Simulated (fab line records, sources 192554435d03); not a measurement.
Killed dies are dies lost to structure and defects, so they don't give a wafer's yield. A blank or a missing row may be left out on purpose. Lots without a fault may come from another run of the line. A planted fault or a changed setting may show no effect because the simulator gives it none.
One fault seen from 3 desks | flow n5_finfet | each desk has only its own numbers; what lay behind them comes last

THE DEFECT DESK
What the inspections along the route counted, lot by lot: means of the sampled wafers that have a number. A lot is out of limits, marked OUT, if its mean lies more than 4 standard deviations from the usual mean; the brackets give that distance.
Columns: A = raw_defect_count at N5_BEOL_M1_INSPECT_30, usual 430
lot  | first seen here | A
L421 | day 6 15:20     | 452
L428 | day 8 12:03     | 530
L435 | day 10 02:33    | 1007
L436 | day 10 19:51    | 1043
L440 | day 11 10:32    | 1047
This desk's finding: nothing out of limits on any of the 5 lots.

THE TOOL OWNER'S DESK: rie_metal-03
The tool's own readings at N5_BEOL_M1_HM_OPEN_17 (chemistry Cl2/BCl3, target TiN, target depth 20 nm, overetch 6 nm): means of the sampled wafers that have a number, for each lot that ran on this tool. A lot is out of limits, marked OUT, if its mean lies more than 4 standard deviations from the usual mean; the brackets give that distance.
Columns: A = drypump_motor_current_A at N5_BEOL_M1_HM_OPEN_17, usual 5.5 A; B = oes_product_au at N5_BEOL_M1_HM_OPEN_17, usual 0.69 a.u.; C = throttle_valve_pct at N5_BEOL_M1_HM_OPEN_17, usual 21.99 %
lot  | first seen here | A   | B    | C
L421 | day 6 14:45     | 5.5 | 0.62 | 21.76
L435 | day 10 01:55    | 5.5 | 0.61 | 21.78
L436 | day 10 19:07    | 5.4 | 0.59 | 21.89
L440 | day 11 09:50    | 5.5 | 0.59 | 21.81
This desk's finding: nothing out of limits on any of the 4 lots.

THE METROLOGY DESK
What the gauges read, lot by lot, whatever tool the lot ran on: means of the sampled wafers that have a number. A lot is out of limits, marked OUT, if its mean lies more than 4 standard deviations from the usual mean; the brackets give that distance. Of its 10 readings 7 are shown: those that lie furthest out on some lot.
Columns: A = DIBL_N at N5_BEOL_M4_RC_MEAS_101, usual 37.1 mV/V; B = DIBL_P at N5_BEOL_M4_RC_MEAS_101, usual 37 mV/V; C = IOFF_P at N5_BEOL_M4_RC_MEAS_101, usual 0.21 nA/um; D = ION_N at N5_BEOL_M4_RC_MEAS_101, usual 674 uA/um; E = ION_P at N5_BEOL_M4_RC_MEAS_101, usual 459 uA/um; F = SS_P at N5_BEOL_M4_RC_MEAS_101, usual 73.4 mV/dec; G = VT_P at N5_BEOL_M4_RC_MEAS_101, usual -251 mV
lot  | first seen here | A    | B  | C    | D   | E   | F    | G
L421 | day 9 08:13     | 35.7 | 35 | 0.21 | 667 | 460 | 73.2 | -250
L428 | day 10 13:37    | 36.5 | 34 | 0.16 | 665 | 449 | 72.7 | -256
L435 | day 12 09:47    | 39.0 | 38 | 0.23 | 689 | 466 | 73.5 | -250
L436 | day 12 18:27    | 36.2 | 36 | 0.22 | 679 | 466 | 72.7 | -248
L440 | day 13 21:27    | 33.2 | 33 | 0.14 | 653 | 441 | 72.4 | -258
This desk's finding: nothing out of limits on any of the 5 lots.

PUT TOGETHER
The defect desk saw nothing out of limits.
The tool owner's desk saw nothing out of limits.
The metrology desk saw nothing out of limits.

WHAT THE SIMULATOR HAD PUT IN
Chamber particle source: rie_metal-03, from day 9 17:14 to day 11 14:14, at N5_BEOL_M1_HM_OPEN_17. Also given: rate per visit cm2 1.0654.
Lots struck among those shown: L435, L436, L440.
